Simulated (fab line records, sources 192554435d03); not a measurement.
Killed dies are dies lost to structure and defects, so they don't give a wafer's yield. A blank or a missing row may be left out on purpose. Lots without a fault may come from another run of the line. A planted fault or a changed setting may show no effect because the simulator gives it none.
Chamber matching | flow n5_finfet | N5_BEOL_M13_ETCH_59 on rie_diel-01: 4 sister chambers
The step etches BARC in N2/H2, target depth 89 nm, overetch 26.7 nm, time 67.9 s. 16 wafers are shown with their chamber, then 8 later ones without.

WAFERS WITH THEIR CHAMBER
wafer  | chamber | showerhead_plenum_p_Torr (Torr) | throttle_valve_pct (%) | drypump_motor_current_A (A)
L077.1 | 0       | 2.69                            | 17.77                  | 5.4
L077.3 | 1       | 2.40                            | 18.26                  | 5.1
L077.6 | 1       | 2.40                            | 18.26                  | 5.1
L080.3 | 2       | 2.45                            | 17.65                  | 5.5
L080.4 | 1       | 2.40                            | 18.26                  | 5.1
L080.5 | 0       | 2.69                            | 17.77                  | 5.4
L084.1 | 3       | 2.56                            | 17.35                  | 5.6
L084.4 | 2       | 2.45                            | 17.67                  | 5.5
L084.6 | 0       | 2.69                            | 17.78                  | 5.3
L087.1 | 3       | 2.55                            | 17.36                  | 5.6
L087.2 | 2       | 2.45                            | 17.66                  | 5.5
L087.4 | 1       | 2.39                            | 18.29                  | 5.1
L085.1 | 1       | 2.39                            | 18.30                  | 5.1
L085.4 | 3       | 2.55                            | 17.37                  | 5.6
L085.6 | 2       | 2.45                            | 17.68                  | 5.5
L089.2 | 2       | 2.44                            | 17.69                  | 5.5

SIGNATURES (means of the wafers above)
reading                  | chamber 0 | chamber 1 | chamber 2 | chamber 3 | scatter within a chamber
showerhead_plenum_p_Torr | 2.6900    | 2.3960    | 2.4480    | 2.5533    | 0.00471
throttle_valve_pct       | 17.7733   | 18.2740   | 17.6700   | 17.3600   | 0.0152
drypump_motor_current_A  | 5.367     | 5.100     | 5.500     | 5.600     | 0.0236
Rule: a wafer's distance from a chamber is the root of the sum, over the readings, of the square of ((its reading less the chamber's mean) divided by the reading's scatter). The wafer belongs to the nearest chamber; if the next one is less than 2 further off, it can't be placed. The scatter: the root of (the sum of the squares of (reading less its chamber's mean) over the shown wafers, divided by (wafers less chambers)).

WAFERS WITHOUT THEIR CHAMBER
wafer  | showerhead_plenum_p_Torr (Torr) | throttle_valve_pct (%) | drypump_motor_current_A (A)
L089.3 | 2.39                            | 18.32                  | 5.1
L089.6 | 2.44                            | 17.69                  | 5.4
L093.1 | 2.44                            | 17.70                  | 5.5
L093.5 | 2.39                            | 18.32                  | 5.1
L093.6 | 2.44                            | 17.70                  | 5.4
L095.1 | 2.68                            | 17.83                  | 5.3
L095.2 | 2.39                            | 18.33                  | 5.1
L095.4 | 2.44                            | 17.70                  | 5.4

WHICH CHAMBER EACH WENT THROUGH
wafer  | from the rows above | in truth
L089.3 | 1                   | 1
L089.6 | 2                   | 2
L093.1 | 2                   | 2
L093.5 | 1                   | 1
L093.6 | 2                   | 2
L095.1 | 0                   | 0
L095.2 | 1                   | 1
L095.4 | 2                   | 2
Placed correctly: 8 of 8. Can't be placed from these rows: 0. Placed wrongly: 0.
